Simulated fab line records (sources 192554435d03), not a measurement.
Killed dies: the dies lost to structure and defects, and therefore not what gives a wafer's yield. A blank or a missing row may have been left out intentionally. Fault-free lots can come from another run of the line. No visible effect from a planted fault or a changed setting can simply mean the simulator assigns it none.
Split-lot experiment || flow n5_finfet || route with 1938 steps; 7 lots, 21 wafers read

ON THE SPLIT
At N5_BEOL_M14_DEP_53 (deposits SiCN from 3MS/NH3, target thk 50 nm, time 17.8 s), the setting time_s was moved away from the recipe's 17.8 s on 8 of the 21 wafers read, by +6.2% to +9.9%. The other wafers ran this setting at the recipe's value.

Reading taken at the split's own step.

THE READING
SiCN_of_BEOL_M14_DEP_53.thk_nm (the simulator's own value, which no gauge read), in nm, at N5_BEOL_M14_DEP_53 (deposits SiCN from 3MS/NH3, target thk 50 nm, time 17.8 s). No usual value for it is given in the file. Here, 13 wafers ran the recipe; their average is 50.3 nm with a standard deviation of 0.65 nm.

{"wafer": "L078.4", "tool, chamber at the split": "pecvd-04, 0", "time_s as run, s": 18.91, "against the recipe": "+6.2%", "SiCN_of_BEOL_M14_DEP_53.thk_nm, nm": 54, "against lot-mates on the recipe": "+2.2"}
{"wafer": "L078.5", "tool, chamber at the split": "pecvd-04, 2", "time_s as run, s": 18.91, "against the recipe": "+6.2%", "SiCN_of_BEOL_M14_DEP_53.thk_nm, nm": 54.2, "against lot-mates on the recipe": "+2.4"}
{"wafer": "L078.6", "tool, chamber at the split": "pecvd-04, 1", "time_s as run, s": 17.8, "against the recipe": "recipe", "SiCN_of_BEOL_M14_DEP_53.thk_nm, nm": 51.8, "against lot-mates on the recipe": "-"}
{"wafer": "L080.3", "tool, chamber at the split": "pecvd-01, 0", "time_s as run, s": 17.8, "against the recipe": "recipe", "SiCN_of_BEOL_M14_DEP_53.thk_nm, nm": 50.2, "against lot-mates on the recipe": "-"}
{"wafer": "L080.4", "tool, chamber at the split": "pecvd-01, 2", "time_s as run, s": 17.8, "against the recipe": "recipe", "SiCN_of_BEOL_M14_DEP_53.thk_nm, nm": 50.6, "against lot-mates on the recipe": "-"}
{"wafer": "L080.5", "tool, chamber at the split": "pecvd-01, 1", "time_s as run, s": 17.8, "against the recipe": "recipe", "SiCN_of_BEOL_M14_DEP_53.thk_nm, nm": 51.2, "against lot-mates on the recipe": "-"}
{"wafer": "L081.1", "tool, chamber at the split": "pecvd-04, 0", "time_s as run, s": 19.38, "against the recipe": "+8.9%", "SiCN_of_BEOL_M14_DEP_53.thk_nm, nm": 54.6, "against lot-mates on the recipe": "no lot-mate on the recipe"}
{"wafer": "L081.2", "tool, chamber at the split": "pecvd-04, 1", "time_s as run, s": 19.38, "against the recipe": "+8.9%", "SiCN_of_BEOL_M14_DEP_53.thk_nm, nm": 55.4, "against lot-mates on the recipe": "no lot-mate on the recipe"}
{"wafer": "L081.5", "tool, chamber at the split": "pecvd-04, 2", "time_s as run, s": 19.38, "against the recipe": "+8.9%", "SiCN_of_BEOL_M14_DEP_53.thk_nm, nm": 55.8, "against lot-mates on the recipe": "no lot-mate on the recipe"}
{"wafer": "L084.1", "tool, chamber at the split": "pecvd-01, 0", "time_s as run, s": 17.8, "against the recipe": "recipe", "SiCN_of_BEOL_M14_DEP_53.thk_nm, nm": 49.8, "against lot-mates on the recipe": "-"}
{"wafer": "L084.4", "tool, chamber at the split": "pecvd-01, 0", "time_s as run, s": 19.51, "against the recipe": "+9.6%", "SiCN_of_BEOL_M14_DEP_53.thk_nm, nm": 56, "against lot-mates on the recipe": "+5.9"}
{"wafer": "L084.5", "tool, chamber at the split": "pecvd-01, 2", "time_s as run, s": 17.8, "against the recipe": "recipe", "SiCN_of_BEOL_M14_DEP_53.thk_nm, nm": 50.4, "against lot-mates on the recipe": "-"}
{"wafer": "L093.1", "tool, chamber at the split": "pecvd-03, 0", "time_s as run, s": 17.8, "against the recipe": "recipe", "SiCN_of_BEOL_M14_DEP_53.thk_nm, nm": 49.8, "against lot-mates on the recipe": "-"}
{"wafer": "L093.3", "tool, chamber at the split": "pecvd-03, 1", "time_s as run, s": 19.56, "against the recipe": "+9.9%", "SiCN_of_BEOL_M14_DEP_53.thk_nm, nm": 54.6, "against lot-mates on the recipe": "+4.8"}
{"wafer": "L093.6", "tool, chamber at the split": "pecvd-03, 1", "time_s as run, s": 19.56, "against the recipe": "+9.9%", "SiCN_of_BEOL_M14_DEP_53.thk_nm, nm": 56.6, "against lot-mates on the recipe": "+6.8"}
{"wafer": "L096.3", "tool, chamber at the split": "pecvd-01, 2", "time_s as run, s": 17.8, "against the recipe": "recipe", "SiCN_of_BEOL_M14_DEP_53.thk_nm, nm": 49.6, "against lot-mates on the recipe": "-"}
{"wafer": "L096.4", "tool, chamber at the split": "pecvd-01, 2", "time_s as run, s": 17.8, "against the recipe": "recipe", "SiCN_of_BEOL_M14_DEP_53.thk_nm, nm": 50, "against lot-mates on the recipe": "-"}
{"wafer": "L096.5", "tool, chamber at the split": "pecvd-01, 1", "time_s as run, s": 17.8, "against the recipe": "recipe", "SiCN_of_BEOL_M14_DEP_53.thk_nm, nm": 49.8, "against lot-mates on the recipe": "-"}
{"wafer": "L097.1", "tool, chamber at the split": "pecvd-01, 2", "time_s as run, s": 17.8, "against the recipe": "recipe", "SiCN_of_BEOL_M14_DEP_53.thk_nm, nm": 49.6, "against lot-mates on the recipe": "-"}
{"wafer": "L097.3", "tool, chamber at the split": "pecvd-01, 0", "time_s as run, s": 17.8, "against the recipe": "recipe", "SiCN_of_BEOL_M14_DEP_53.thk_nm, nm": 49.8, "against lot-mates on the recipe": "-"}
{"wafer": "L097.6", "tool, chamber at the split": "pecvd-01, 1", "time_s as run, s": 17.8, "against the recipe": "recipe", "SiCN_of_BEOL_M14_DEP_53.thk_nm, nm": 50.8, "against lot-mates on the recipe": "-"}

THE FIT
A straight line over all 21 wafers: SiCN_of_BEOL_M14_DEP_53.thk_nm changes by +0.566 nm for each +1% of time_s; r = +0.97; the points scatter about the line by 0.67 nm.
The same after taking each lot's own level away (the mean of its wafers on the recipe; 18 wafers): +0.554 nm for each +1%; r = +0.96; scatter 0.65 nm.
According to that fit, moving time_s by its largest amount changes the reading by 5.5 nm.
Measured against the standard deviation above, the lots' own levels, which go from 49.80 to 51.80 nm, span 3.1 times it.
The two slopes agree, so the slope changes little with the lot-to-lot level.
Check: +5.65 nm against its lot-mates is what the line predicts for one of the wafers moved furthest among these (+9.9%) when that wafer is left out of the fit. Against them it came out at +4.8 nm.

ADDITIONAL SPLITS CARRIED BY THESE WAFERS
Note: prior to the reading, these wafers also went through further splits. Each is held against what the fit with the lots' levels taken away leaves over:
{"other split on the same wafers": "N5_BEOL_M13_COAT_58 spin_rpm", "wafers away from the commonest value": 9, "r with SiCN_of_BEOL_M14_DEP_53.thk_nm (lot level and that fit taken away)": -0.34}
{"other split on the same wafers": "N5_BEOL_M13_SPUTTER_43 time_s", "wafers away from the commonest value": 10, "r with SiCN_of_BEOL_M14_DEP_53.thk_nm (lot level and that fit taken away)": -0.43}
{"other split on the same wafers": "N5_BEOL_M14_SPUTTER_43 power_w", "wafers away from the commonest value": 9, "r with SiCN_of_BEOL_M14_DEP_53.thk_nm (lot level and that fit taken away)": "+0.42"}

FILE'S OWN FIT
SiCN_of_BEOL_M14_DEP_53.thk_nm changes by +0.561 nm for each +1% of time_s, r = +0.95.
